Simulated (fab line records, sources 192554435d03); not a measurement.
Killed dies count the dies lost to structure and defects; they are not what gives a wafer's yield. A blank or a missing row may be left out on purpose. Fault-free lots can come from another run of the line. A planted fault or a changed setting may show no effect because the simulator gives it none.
fab line records || flow n5_finfet
record: {"lots": 5, "wafers": 15, "last_day": 17}
route steps=1938 shown BEOL_M13@1664 PASSIVATION@1936
lots that met no fault: from a run of the same line without faults
start_h: hours from the record's first day to the start of the lot's first wafer shown || wait_h: hours elapsed since this lot's preceding step || " identical to the entry in the row above || L1.1+2: several wafers, shown together as one row || - value missing, or start not given || * or withheld: withheld || < > ~ a bound
route shown NAME@n: names a module that has steps shown in the file, with the first one's number in the route || usual: mean and standard deviation over wafers with no fault || same: alike in all rows || chamber/n: place in a boat || sites: each site's reading || _std_site: standard deviation of those values || _edge_site: inner sites' mean taken away from outer sites' mean || radius_mm: how far each site lies from the wafer's centre || mask NAME#n: copy n || behind: tool/chamber where the wafer was last shaped || hold: reason for holding the lot/hours on hold/outcome of the hold || device: transistor that didn't switch, given as n, p or np || end of line: the tests these same wafers got at the end of their route || a step with no rows: only its recipe || killed: not the wafer's yield, but the dies lost to structure and defects at the first sort || map: dies across one wafer; x = killed, . = not, _ = none there
set.NAME: the run value of the setting; set.NAME@STEP: its run value at that earlier step || model.NAME: the simulator's own value behind a step, which no gauge read
lots seen at some steps along the route; tables by step, rows by wafer
services: the hour from which a tool's chamber was out of use, counted from the record's first day as start_h (under 0 if before that day), plus the number of hours and why
== steps ==
step: N5_BEOL_M13_SOFTBAKE_05
recipe: {"temp_c": 130, "time_s": 60}
step: N5_BEOL_M13_EXPOSE_07
recipe: {"mask_id": "V12", "na": 0.93, "source_shape": "conventional", "sigma_outer": 0.6, "polarization": "unpolarized", "attpsm_phase_deg": 180, "dose_mj": 24.8}
step: N5_BEOL_M13_PEB_08
recipe: {"peb_temp_c": 130, "peb_time_s": 90}
step: N5_BEOL_M13_DEVELOP_09
recipe: {"develop_time_s": 45, "rinse_liquid": "diw", "dry": "air_spin", "dev_temp_c": 21}
step: N5_BEOL_M13_HARDBAKE_14
recipe: {"temp_c": 130, "time_s": 120}
step: N5_BEOL_M13_DESCUM_15
recipe: {"chemistry": "O2", "time_s": 7.9, "source_power_w": 50, "bias_power_w": 20, "pressure_mtorr": 20, "rf_frequency_hz": 2.712e+07, "temp_c": 40, "o2_flow_sccm": 225}
step: N5_BEOL_M13_ETCH_59
recipe: {"chemistry": "N2/H2", "target": "BARC", "target_depth_a": 890, "overetch_a": 267, "time_s": 67.9, "ion_energy_ev": 200, "pressure_mtorr": 30, "source_w": 840, "bias_w": 150, "n2_flow_sccm": 200, "h2_flow_sccm": 200}
step: N5_BEOL_M13_VIA_ETCH_16
recipe: {"chemistry": "C4F8/O2/Ar", "target": "SiOC", "pressure_mtorr": 30, "source_w": 3000, "bias_w": 700, "Ar_flow_sccm": 400, "C4F8_flow_sccm": 15, "O2_flow_sccm": 8, "he_inner_torr": 15, "he_outer_torr": 30, "target_depth_a": 9217, "time_s": "withheld", "ion_energy_ev": 250, "ends": "cleared"}
step: N5_BEOL_M13_STRIP_63
recipe: {"chemistry": "N2/H2", "power_w": 1000, "temp_c": 250, "h2_frac": 0.65, "overash_fraction": 0.3, "pressure_mtorr": 1000, "n2_flow_sccm": 1750, "h2_flow_sccm": 3250}
step: N5_BEOL_M13_STRIP_64
recipe: {"chemistry": "N2/H2", "power_w": 1000, "temp_c": 250, "h2_frac": 0.65, "overash_fraction": 0.3, "pressure_mtorr": "withheld", "n2_flow_sccm": 1750, "h2_flow_sccm": 3250}
usual: {"drypump_motor_current_A": "5.80/0.25", "heater_power_w": "335/13", "oes_product_au": "0.715/0.0049", "strip_time_to_endpoint_s": "31.30/0.081"}
{"lot.wafer": "L887.1", "tool": "plasma_asher-01", "chamber": 1, "start_h": 280.05, "wait_h": 0.0, "drypump_motor_current_A": 5.83, "heater_power_w": 349, "oes_product_au": 0.714, "rf_hours_counter_h": 125, "strip_time_to_endpoint_s": 31.45}
{"lot.wafer": "L887.2", "tool": "plasma_asher-01", "chamber": 0, "start_h": 280.05, "wait_h": 0.0, "drypump_motor_current_A": 6.01, "heater_power_w": 329, "oes_product_au": 0.715, "rf_hours_counter_h": 125, "strip_time_to_endpoint_s": 31.35}
{"lot.wafer": "L887.4", "tool": "plasma_asher-01", "chamber": 0, "start_h": 280.05, "wait_h": 0.0, "drypump_motor_current_A": 6.01, "heater_power_w": 339, "oes_product_au": 0.714, "rf_hours_counter_h": "-", "strip_time_to_endpoint_s": 31.33}
{"lot.wafer": "L892.1", "tool": "plasma_asher-01", "chamber": 0, "start_h": 283.00, "wait_h": 0.0, "drypump_motor_current_A": 6.02, "heater_power_w": 328, "oes_product_au": 0.712, "rf_hours_counter_h": 125, "strip_time_to_endpoint_s": 31.36}
{"lot.wafer": "L892.4", "tool": "plasma_asher-01", "chamber": 1, "start_h": 283.00, "wait_h": 0.0, "drypump_motor_current_A": 5.80, "heater_power_w": 351, "oes_product_au": 0.710, "rf_hours_counter_h": "-", "strip_time_to_endpoint_s": 31.41}
{"lot.wafer": "L892.5", "tool": "plasma_asher-01", "chamber": 0, "start_h": 283.00, "wait_h": 0.0, "drypump_motor_current_A": 6.01, "heater_power_w": 329, "oes_product_au": 0.708, "rf_hours_counter_h": "-", "strip_time_to_endpoint_s": 31.44}
{"lot.wafer": "L891.2", "tool": "plasma_asher-01", "chamber": 0, "start_h": 293.73, "wait_h": 0.0, "drypump_motor_current_A": 6.02, "heater_power_w": 337, "oes_product_au": 0.713, "rf_hours_counter_h": 128, "strip_time_to_endpoint_s": 31.33}
{"lot.wafer": "L891.3", "tool": "plasma_asher-01", "chamber": 1, "start_h": 293.73, "wait_h": 0.0, "drypump_motor_current_A": 5.80, "heater_power_w": 334, "oes_product_au": 0.709, "rf_hours_counter_h": "-", "strip_time_to_endpoint_s": 31.34}
{"lot.wafer": "L891.4", "tool": "plasma_asher-01", "chamber": 0, "start_h": 293.73, "wait_h": 0.0, "drypump_motor_current_A": 6.02, "heater_power_w": 328, "oes_product_au": 0.710, "rf_hours_counter_h": "-", "strip_time_to_endpoint_s": 31.25}
{"lot.wafer": "L894.2", "tool": "plasma_asher-01", "chamber": 1, "start_h": 309.26, "wait_h": 0.0, "drypump_motor_current_A": 5.83, "heater_power_w": 342, "oes_product_au": 0.707, "rf_hours_counter_h": 130, "strip_time_to_endpoint_s": 31.24}
{"lot.wafer": "L894.5", "tool": "plasma_asher-01", "chamber": 1, "start_h": 309.26, "wait_h": 0.0, "drypump_motor_current_A": 5.83, "heater_power_w": 347, "oes_product_au": 0.716, "rf_hours_counter_h": "-", "strip_time_to_endpoint_s": 31.24}
{"lot.wafer": "L894.6", "tool": "plasma_asher-01", "chamber": 0, "start_h": 309.26, "wait_h": 0.0, "drypump_motor_current_A": 6.01, "heater_power_w": 331, "oes_product_au": 0.711, "rf_hours_counter_h": "-", "strip_time_to_endpoint_s": 31.21}
{"lot.wafer": "L904.1", "tool": "plasma_asher-02", "chamber": 0, "start_h": 374.09, "wait_h": 0.0, "drypump_motor_current_A": 5.37, "heater_power_w": 315, "oes_product_au": 0.713, "rf_hours_counter_h": 99, "strip_time_to_endpoint_s": 31.26}
{"lot.wafer": "L904.4", "tool": "plasma_asher-02", "chamber": 1, "start_h": 374.09, "wait_h": 0.0, "drypump_motor_current_A": 5.99, "heater_power_w": 349, "oes_product_au": 0.712, "rf_hours_counter_h": "-", "strip_time_to_endpoint_s": 31.29}
{"lot.wafer": "L904.6", "tool": "plasma_asher-02", "chamber": 0, "start_h": 374.09, "wait_h": 0.0, "drypump_motor_current_A": 5.36, "heater_power_w": 315, "oes_product_au": 0.716, "rf_hours_counter_h": "-", "strip_time_to_endpoint_s": 31.26}
step: N5_BEOL_M13_STRIP_71
recipe: {"chemistry": "post_etch_residue_remover", "time_s": 60, "temp_c": 25, "remover_ph": "withheld", "remover_water_wt_pct": "withheld", "remover_fluoride_wt_pct": "withheld"}
step: N5_BEOL_M13_SRD_72
recipe: {"time_s": 30, "temp_c": 23, "rinse_liquid": "diw", "dry": "n2_spin", "spin_rpm": 1500, "dry_time_s": 30}
step: N5_BEOL_M13_COAT_65
recipe: {"resist": "SOC", "temp_c": 250, "time_s": 60, "spin_rpm": 1500, "resist_thk_nm": 350}
step: N5_BEOL_M13_COAT_66
recipe: {"resist": "SiARC", "temp_c": 220, "time_s": 60, "spin_rpm": 1500, "resist_thk_nm": 110}
step: N5_BEOL_M13_COAT_22
recipe: {"spin_rpm": 2888, "resist_thk_nm": 300}
step: N5_BEOL_M13_EBR_24
recipe: {"solvent": "PGMEA", "ebr_width_mm": 1.5}
step: N5_BEOL_M13_SOFTBAKE_23
recipe: {"temp_c": 130, "time_s": 60}
step: N5_BEOL_M13_EXPOSE_25
recipe: {"mask_id": "M13", "na": 0.93, "source_shape": "conventional", "sigma_outer": 0.4, "polarization": "unpolarized", "target_cd_nm": 210, "dose_mj": 22}
step: N5_BEOL_M13_PEB_26
recipe: {"peb_temp_c": 130, "peb_time_s": 90}
step: N5_BEOL_M13_DEVELOP_27
recipe: {"develop_time_s": 45, "rinse_liquid": "diw", "dry": "air_spin", "dev_temp_c": 21}
step: N5_BEOL_M13_HARDBAKE_32
recipe: {"temp_c": 130, "time_s": 120}
step: N5_BEOL_M13_INSPECT_30
recipe: {"mode": "adi", "inspect_instrument": "macro"}
usual: {"raw_defect_count": "1.9/1.5"}
{"lot.wafer": "L887.1", "tool": "defect_inspect-01", "chamber": "-", "start_h": 280.58, "wait_h": 0.0, "raw_defect_count": 4}
{"lot.wafer": "L887.2", "tool": "defect_inspect-01", "chamber": "-", "start_h": 280.58, "wait_h": 0.0, "raw_defect_count": 1}
{"lot.wafer": "L887.4", "tool": "defect_inspect-01", "chamber": "-", "start_h": 280.58, "wait_h": 0.0, "raw_defect_count": 1}
{"lot.wafer": "L892.1", "tool": "defect_inspect-01", "chamber": "-", "start_h": 283.67, "wait_h": 0.0, "raw_defect_count": 1}
{"lot.wafer": "L892.4", "tool": "defect_inspect-01", "chamber": "-", "start_h": 283.67, "wait_h": 0.0, "raw_defect_count": ">300"}
{"lot.wafer": "L892.5", "tool": "defect_inspect-01", "chamber": "-", "start_h": 283.67, "wait_h": 0.0, "raw_defect_count": 2}
{"lot.wafer": "L891.2", "tool": "defect_inspect-02", "chamber": "-", "start_h": 294.26, "wait_h": 0.0, "raw_defect_count": 3}
{"lot.wafer": "L891.3", "tool": "defect_inspect-02", "chamber": "-", "start_h": 294.26, "wait_h": 0.0, "raw_defect_count": ">300"}
{"lot.wafer": "L891.4", "tool": "defect_inspect-02", "chamber": "-", "start_h": 294.26, "wait_h": 0.0, "raw_defect_count": 3}
{"lot.wafer": "L894.2", "tool": "defect_inspect-02", "chamber": "-", "start_h": 309.79, "wait_h": 0.0, "raw_defect_count": ">300"}
{"lot.wafer": "L894.5", "tool": "defect_inspect-02", "chamber": "-", "start_h": 309.79, "wait_h": 0.0, "raw_defect_count": ">300"}
{"lot.wafer": "L894.6", "tool": "defect_inspect-02", "chamber": "-", "start_h": 309.79, "wait_h": 0.0, "raw_defect_count": 3}
{"lot.wafer": "L904.1", "tool": "defect_inspect-01", "chamber": "-", "start_h": 374.74, "wait_h": 0.0, "raw_defect_count": 2}
{"lot.wafer": "L904.4", "tool": "defect_inspect-01", "chamber": "-", "start_h": 374.74, "wait_h": 0.0, "raw_defect_count": 1}
{"lot.wafer": "L904.6", "tool": "defect_inspect-01", "chamber": "-", "start_h": 374.74, "wait_h": 0.0, "raw_defect_count": 2}
step: N5_BEOL_M13_DESCUM_33
recipe: {"chemistry": "O2", "time_s": 7.9, "source_power_w": 50, "bias_power_w": 20, "pressure_mtorr": 20, "rf_frequency_hz": 2.712e+07, "temp_c": 40, "o2_flow_sccm": 225}
step: N5_PASSIVATION_PROBE_49
usual: {"defect_limited_yield": "90.9/1.4", "killed_at_M0_to_M3": "37/12", "killed_at_M4_up": "14/5.3", "killed_at_contacts": "12/6.2", "killed_at_front_end": "41/11", "killed_at_other": "3.7/2.9", "killed_dies": "107/17", "killed_open": "71/12", "killed_short": "34/7.9", "sort_bin_5_function": "5.3/0.95", "sort_bin_6_memory": "3.4/0.7", "sort_n_pass": "1073/17", "sort_yield_pct": "90.9/1.5"}
same: {"gross_dies": 1180, "killed_at_back_side": 0, "sort_bin_4_leakage[%]": 0, "sort_bin_8_speed[%]": 0}
{"lot.wafer": "L892.4", "tool": "prober-02", "chamber": "-", "start_h": 325.19, "wait_h": 0.2, "defect_limited_yield[%]": 79.8, "killed_at_M0_to_M3": 27, "killed_at_M4_up": 150, "killed_at_contacts": 18, "killed_at_front_end": 41, "killed_at_other": 2, "killed_dies": 238, "killed_open": 69, "killed_short": 28, "sort_bin_5_function[%]": 11.2, "sort_bin_6_memory[%]": 5.8, "sort_n_pass": 942, "sort_yield_pct[%]": 79.8}
{"lot.wafer": "L891.3", "tool": "prober-01", "chamber": "-", "start_h": 325.94, "wait_h": 0.1, "defect_limited_yield[%]": 79.3, "killed_at_M0_to_M3": 68, "killed_at_M4_up": 142, "killed_at_contacts": 6, "killed_at_front_end": 25, "killed_at_other": 3, "killed_dies": 244, "killed_open": 71, "killed_short": 33, "sort_bin_5_function[%]": 13.3, "sort_bin_6_memory[%]": 4.6, "sort_n_pass": 936, "sort_yield_pct[%]": 79.3}
{"lot.wafer": "L894.2", "tool": "prober-02", "chamber": "-", "start_h": 341.87, "wait_h": 0.1, "defect_limited_yield[%]": 81.6, "killed_at_M0_to_M3": 26, "killed_at_M4_up": 154, "killed_at_contacts": 7, "killed_at_front_end": 29, "killed_at_other": 1, "killed_dies": 217, "killed_open": 48, "killed_short": 24, "sort_bin_5_function[%]": 11.8, "sort_bin_6_memory[%]": 4.1, "sort_n_pass": 963, "sort_yield_pct[%]": 81.6}
{"lot.wafer": "L894.5", "tool": "prober-02", "chamber": "-", "start_h": 342.02, "wait_h": 0.2, "defect_limited_yield[%]": 81.0, "killed_at_M0_to_M3": 23, "killed_at_M4_up": 142, "killed_at_contacts": 12, "killed_at_front_end": 43, "killed_at_other": 4, "killed_dies": 224, "killed_open": 67, "killed_short": 29, "sort_bin_5_function[%]": 12.1, "sort_bin_6_memory[%]": 4.2, "sort_n_pass": 956, "sort_yield_pct[%]": 81.0}
killed by level:class
L892.4 BEOL_M13:unspecified=139 MOL_CONTACT_COAG:geometric_particle:open=16 FIN_SAQP:geometric_particle:short=14 BEOL_M2:geometric_particle:open=13 FIN_SAQP:geometric_particle:open=8 DUMMY_GATE:geometric_particle:open=7 STI_FIN_REVEAL:geometric_particle:open=5 BEOL_M0_SAQP:geometric_particle:open=4
L891.3 BEOL_M13:unspecified=135 BEOL_M0_SAQP:geometric_particle:open=17 BEOL_M0_SAQP:geometric_particle:short=17 BEOL_M2:geometric_particle:open=8 FIN_SAQP:geometric_particle:open=6 STI_FIN_REVEAL:geometric_particle:open=6 MOL_CONTACT_COAG:geometric_particle:open=6 BEOL_M2:geometric_particle:short=6
L894.2 BEOL_M13:unspecified=141 BEOL_M0_SAQP:geometric_particle:open=8 BEOL_M3:geometric_particle:open=6 BEOL_M4:geometric_particle:open=6 FIN_SAQP:geometric_particle:short=5 BEOL_M0_SAQP:geometric_particle:short=5 GATE_CUT:geometric_particle:short=4 GATE_CUT:geometric_particle:open=4
L894.5 BEOL_M13:unspecified=124 GATE_CUT:geometric_particle:open=11 MOL_CONTACT_COAG:geometric_particle:open=11 STI_FIN_REVEAL:geometric_particle:open=9 GATE_CUT:geometric_particle:short=9 FIN_SAQP:geometric_particle:short=6 BEOL_M1:geometric_particle:open=5 BEOL_M2:geometric_particle:open=4
map L891.3 (x killed, . not)
_________________....xx......________________
______________.x...xx.xxxx.xx.x._____________
___________....x...xxxx.xxxx.x.....__________
__________x....xx.xxxxxxxxxx....x..x_________
________.........xxxxxxxxxxxxx........_______
_______...x....x.xxxxxxxxxxxxxx.x......______
______.........xxxxxxxxxxxxx.x.x.x.....x_____
_____x..........xxxxxxxxxxxxxxx...x......____
____....x....xx.xxxxxxxxxxxx...x..........___
___......x..x....xxxxxxxxxxxxx........x....__
___......x..x.x....xxxxxxxxxx........x...x.__
__.....x.x.x.......x...xx............x......_
__...........x..x...xxx.xx...xx...x........x_
_..x....x......x.....x...x..x....x...x..xx...
_..x..x.........x........x.x.................
_.............................x...x..........
_..........x........x.....x.....x..x.........
_......................xx....................
_.......xx........................x...x......
_xxx.......x........................xxx.x..xx
_...x...............x........x..............x
__....x.........x.............x.......x....._
__..xx..............x....x.x................_
___...x.....x.....x.x.x.x...............x..__
___.xx...................x......xx...x.....__
____...x..................................___
_____......................x...x.x.......____
______......x.x............x............_____
_______...................x............______
________.............................._______
__________............x............._________
___________......x.....x...........__________
______________.................._____________
_________________.....x....xx________________
map L892.4 (x killed, . not)
_________________.x..x.....xx________________
______________....xxxxxxxx.x...._____________
___________.....x.x.xxxxxxxxx......__________
__________x.....x..xxxxxxxxx.xxx...._________
________.x......xxxxxxxxxxxxxx........_______
_______...x....x.xxxxxxxxxxxxxx.....x.x______
______......x.x.xxxxxxxxxxxxxxx........._____
_____.........xxxxxxxxxxxxxxx.x..........____
____x............xxxxxxxxxxxxxxx..........___
___...............xxxxxxxxx.xx........x....__
___....x..x...x..xx.xxxxxxxxxxx..........x.__
__.......x.....x...xxxxxxxxx................_
__.............x...x.xx.xxx..x.x.........x.._
_.....x..........................x.xx......x.
_......................x.........xx.....x....
_....x.......x.........x..................x..
_...x..............x.........x...x...........
_..........x...x..........................xx.
_..x..x...............x.................x....
_.x...........x.........x........x...........
_.xx......xx.x..........x........x.........x.
__.........x............x..................._
__.......x......xx.........................._
___..........x.x...........x.........x.....__
___...........x.....................x.....x__
____.........x....x.........x......x......___
_____.x........................x.......x.____
______....x......x..x..................._____
_______................................______
________.x.............x.......x...x.._______
__________..x...............x......._________
___________.............x.......x..__________
______________.................._____________
_________________.x..........________________
== services ==
{"tool": "plasma_asher-02", "chamber": "-", "start_h": 286.02, "hours": 2.0, "kind": "repair"}
{"tool": "plasma_asher-01", "chamber": "-", "start_h": 299.21, "hours": 4.3, "kind": "pm"}
== key ==
first_sign: {"step": "N5_BEOL_M13_INSPECT_30", "reading": "raw_defect_count", "direction": "up", "sigmas": "99+", "usual": 1.9, "struck": ">300"}
effect: {"step": "N5_PASSIVATION_PROBE_49", "reading": "killed_at_M4_up", "direction": "up", "sigmas": 25, "usual": 14, "struck": 147}
more_kills_born_at: {"N5_BEOL_M13_STRIP_64@plasma_asher-01": 539}
met_at N5_BEOL_M13_STRIP_64
struck_wafers L891.3,L892.4,L894.2,L894.5
onset_between 280.05 283.00
fault: {"kind": "chamber_particle_source", "tool": "plasma_asher-01", "chamber": 1, "onset_h": 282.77, "steps": "N5_BEOL_M13_STRIP_64", "rate_per_visit_cm2": 1.0609, "end_h": 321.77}
